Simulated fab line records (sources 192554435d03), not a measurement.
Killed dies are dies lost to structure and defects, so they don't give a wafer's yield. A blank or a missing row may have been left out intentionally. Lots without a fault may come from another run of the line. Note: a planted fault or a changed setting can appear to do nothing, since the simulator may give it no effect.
Comparing a struck lot with a sound one :: flow n5Finfet :: 19 steps out of a route of 1938
Sound: these wafers, L676.1, L676.4, L676.6. The struck wafers were L671.1, L671.2, L671.5. The cause is named last.
For every step that has rows: the tool of each side, followed by ch and its chambers, followed by its first start. Under that, the readings that differ: sound wafers :: struck wafers :: difference of the means :: sigmas: that difference in standard deviations of wafers without a fault.
alike: a reading whose means differ by less than 2 such deviations, as well as words and numbers matching on both sides. not compared: withheld readings; readings where some wafer has no value; bounds like >300 that might hide an equal value; numbers whose values overlap and for which the record gives no deviation.
The two part at a step that has a row with sigmas, a row that says differs or no value, or rows on one side only. When numbers do not overlap yet have no deviation, they are printed without sigmas and do not part them. A reading that every wafer of one side lacks parts them only if that side has two wafers or more.

first, 7 steps without rows for these wafers: N5_BEOL_M9_COAT_60 (time 60 s, resist thk 30 nm); N5_BEOL_M9_COAT_05 (resist thk 90 nm); N5_BEOL_M9_EBR_07; N5_BEOL_M9_SOFTBAKE_06 (time 60 s); N5_BEOL_M9_EXPOSE_08 (exposes mask M9); N5_BEOL_M9_PEB_09 (peb time 60 s); N5_BEOL_M9_DEVELOP_10 (develop time 30 s).
N5_BEOL_M9_CD_MEAS_11: the cd target is 64.1 nm.
  sound on cdSem-02 ch 0, day 15 06:41; struck on cdSem-01 ch 0, day 13 21:07
  alike: cdNm
N5_BEOL_M9_OVL_MEAS_12:
  sound on overlay-01 ch 0, day 15 06:43; struck on overlay-02 ch 0, day 13 21:10
  alike: M9_OVL
N5_BEOL_M9_INSPECT_13: inspects for defects (brightfield).
  sound on defectInspect-01, day 15 06:44; struck on defectInspect-01, day 13 21:11
  alike: rawDefectCount
N5_BEOL_M9_DESCUM_16: chemistry O2, time 7.9 s.
  sound on rieDiel-06 ch 0,2,3, day 15 06:50; struck on rieDiel-03 ch 0,1,2, day 13 21:13
  alike: drypumpMotorCurrentA, oesProductAu, rfVppV, showerheadPlenumPTorr, throttleValvePct
  not compared: rfHoursCounterH
N5_BEOL_M9_ETCH_61: etches SiARC in CF4, target depth 39 nm, time 65 s.
  sound on rieDiel-06 ch 0,2,3, day 15 06:53; struck on rieDiel-03 ch 0,1,2, day 13 21:15
reading: etchRfOnTimeS (s)
sound: 62.9 61.9 62.5
struck: 65.0 69.2 66.7
difference: +4.5
sigmas: +2
  alike: biasW, cf4FlowSccm, drypumpMotorCurrentA, oesProductAu, rfVppV, showerheadPlenumPTorr, throttleValvePct
  not compared: rfHoursCounterH
N5_BEOL_M9_ETCH_62: etches SOC in N2/H2, target depth 110 nm, overetch 22 nm, time 165 s.
  sound on rieDiel-06 ch 0,2,3, day 15 06:56; struck on rieDiel-03 ch 0,1,2, day 13 21:18
  no value came back on the struck wafers for any of 7 readings (biasW (W), chamberPressureMTorr (mTorr) and others); on the sound wafers biasW (W) reads 149.3 149.6 150.2
reading: model.CAR-ArF_of_BEOL_M9_COAT_05.thkNm (nm)
sound: 0 0 0
struck: 55.4 55.6 55.8
difference: +55.6
sigmas: 

reading: model.SiARC_of_BEOL_M9_COAT_60.thkNm (nm)
sound: 23.2 23.4 23.4
struck: 30.2 30.2 30
difference: +6.8
sigmas: 
  not compared: rfHoursCounterH
then, 1 step without rows for these wafers: N5_BEOL_M9_STRIP_68 (strips in N2/H2).
N5_BEOL_M9_STRIP_67: strips in CF4.
  sound on rieDiel-06 ch 0,2,3, day 15 07:04; struck on rieDiel-03 ch 0,1,2, day 13 21:26
  alike: drypumpMotorCurrentA, oesProductAu, rfVppV, showerheadPlenumPTorr, throttleValvePct
  not compared: rfHoursCounterH
N5_BEOL_M9_HM_OPEN_17: chemistry Cl2/BCl3, target TiN, target depth 20 nm, overetch 6 nm.
  sound on rieMetal-02 ch 0,1, day 15 07:07; struck on rieMetal-02 ch 0,1, day 13 21:29
reading: oesProductAu (a.u.)
sound: 0.79 0.75 0.77
struck: 0.36 0.33 0.32
difference: -0.43
sigmas: -4

reading: throttleValvePct (%)
sound: 22.13 22.25 22.24
struck: 22.81 22.91 22.92
difference: +0.67
sigmas: +4
  alike: drypumpMotorCurrentA, heBacksideLeakSccm
  not compared: rfHoursCounterH
N5_BEOL_M9_STRIP_19: strips in O2.
  sound on rieDiel-01 ch 0,1,3, day 15 07:15; struck on rieDiel-06 ch 0,1,3, day 13 21:36
  alike: drypumpMotorCurrentA, oesProductAu, rfVppV, showerheadPlenumPTorr, throttleValvePct
  not compared: rfHoursCounterH
N5_BEOL_M9_CD_MEAS_18: pitch 140 nm, target cd 70 nm.
  sound on cdSem-01, day 15 07:19; struck on cdSem-03, day 13 21:40
reading: cdNm (nm)
sound: 70.2 71.7 69.2
struck: - - -
difference: no value on the struck wafers
sigmas: 
then, 1 step without rows for these wafers: N5_BEOL_M9_COAT_63 (time 60 s, resist thk 60 nm).

WHERE THEY PART
Earliest at N5_BEOL_M9_ETCH_61; latest, in this record, at N5_BEOL_M9_CD_MEAS_18.

WHY: what the simulator had put in
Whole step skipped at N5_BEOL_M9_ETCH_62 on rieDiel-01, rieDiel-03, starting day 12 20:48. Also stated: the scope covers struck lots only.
